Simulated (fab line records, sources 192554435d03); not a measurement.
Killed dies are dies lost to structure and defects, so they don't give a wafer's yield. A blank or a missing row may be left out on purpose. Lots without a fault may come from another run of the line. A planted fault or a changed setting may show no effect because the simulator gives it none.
Split-lot experiment | flow n5_finfet | 7 lots, 21 wafers read, on a route of 1938 steps

THE SPLIT
At N5_SD_EPI_N_EXPOSE_06 (exposes mask SD N BLK, target cd 120 nm), the setting dose_mj was moved away from the recipe's 39.75 on 7 of the 21 wafers read, by -7.1% to +3.0%. The other wafers ran this setting at the recipe's value.

FROM THE SPLIT TO THE READING: what the file shows between them, 2 steps
- N5_SD_EPI_N_PEB_07: peb time 60 s
- N5_SD_EPI_N_DEVELOP_08: develop time 30 s

THE READING
cd_nm, in nm, at N5_SD_EPI_N_CD_MEAS_09 (target cd 120 nm). Fault-free wafers of this fab line usually give 120.2 nm, standard deviation 0.79 nm.

wafer  | tool, chamber at the split | dose_mj as run | against the recipe | cd_nm, nm | against lot-mates on the recipe
L077.2 | arfi_scanner-03, 0         | 39.75          | recipe             | 119.4     | -
L077.5 | arfi_scanner-03, 0         | 40.93          | +3.0%              | 121.5     | +2.1
L077.6 | arfi_scanner-03, 0         | 40.93          | +3.0%              | 122.9     | +3.5
L080.2 | arfi_scanner-03, 0         | 39.75          | recipe             | 120.8     | -
L080.3 | arfi_scanner-03, 0         | 37.84          | -4.8%              | 116.0     | -4.6
L080.5 | arfi_scanner-03, 0         | 39.75          | recipe             | 120.4     | -
L085.2 | arfi_scanner-03, 0         | 39.75          | recipe             | 119.8     | -
L085.3 | arfi_scanner-03, 0         | 39.75          | recipe             | 119.1     | -
L085.5 | arfi_scanner-03, 0         | 39.75          | recipe             | 119.7     | -
L090.2 | arfi_scanner-01, 0         | 39.75          | recipe             | 119.6     | -
L090.4 | arfi_scanner-01, 0         | 38.06          | -4.3%              | 118.3     | -0.8
L090.6 | arfi_scanner-01, 0         | 39.75          | recipe             | 118.6     | -
L093.1 | arfi_scanner-01, 0         | 36.92          | -7.1%              | 115.9     | -4.6
L093.5 | arfi_scanner-01, 0         | 36.92          | -7.1%              | 114.6     | -5.9
L093.6 | arfi_scanner-01, 0         | 39.75          | recipe             | 120.5     | -
L096.3 | arfi_scanner-01, 0         | 39.75          | recipe             | 120.4     | -
L096.4 | arfi_scanner-01, 0         | 39.75          | recipe             | 119.2     | -
L096.6 | arfi_scanner-01, 0         | 39.75          | recipe             | 119.8     | -
L097.3 | arfi_scanner-03, 0         | 37.41          | -5.9%              | 116.3     | -4.0
L097.5 | arfi_scanner-03, 0         | 39.75          | recipe             | 120.7     | -
L097.6 | arfi_scanner-03, 0         | 39.75          | recipe             | 119.8     | -

THE FIT
A straight line over all 21 wafers: cd_nm changes by +0.653 nm for each +1% of dose_mj; r = +0.94; the points scatter about the line by 0.71 nm.
The same after taking each lot's own level away (the mean of its wafers on the recipe; 21 wafers): +0.735 nm for each +1%; r = +0.95; scatter 0.76 nm.
On that fit, the largest move of dose_mj shifts the reading by 5.2 nm.
The lots' own levels span 119.10 to 120.60 nm, that is 1.9 times the standard deviation above.
So the lot-to-lot level changes the slope: the two fits differ.
Check: with one of the wafers moved furthest among these (-7.1%) left out of the fit, the line predicts -5.28 nm for it against its lot-mates. It came out at -4.6 nm against them.

THE WHOLE CHAIN: every reading that the file lists as answering this split, in the file's order
step                   | what it does                                           | reading                                                         | change (the file's fit)               | r (the file's)
N5_SD_EPI_N_CD_MEAS_09 | target cd 120 nm                                       | cd_nm                                                           | +0.699 nm for each +1% of the setting | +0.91
N5_SD_EPI_N_DESCUM_14  | chemistry O2, time 7.9 s                               | SD_EPI_N.cd_nm (the simulator's own value, which no gauge read) | +0.699 nm for each +1% of the setting | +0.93
N5_SD_EPI_N_ETCH_34    | etches SiARC in CF4, target depth 45.5 nm, time 75.8 s | SD_EPI_N.cd_nm (the simulator's own value, which no gauge read) | +0.694 nm for each +1% of the setting | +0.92

THE FILE'S OWN FIT
cd_nm changes by +0.699 nm for each +1% of dose_mj, r = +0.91.
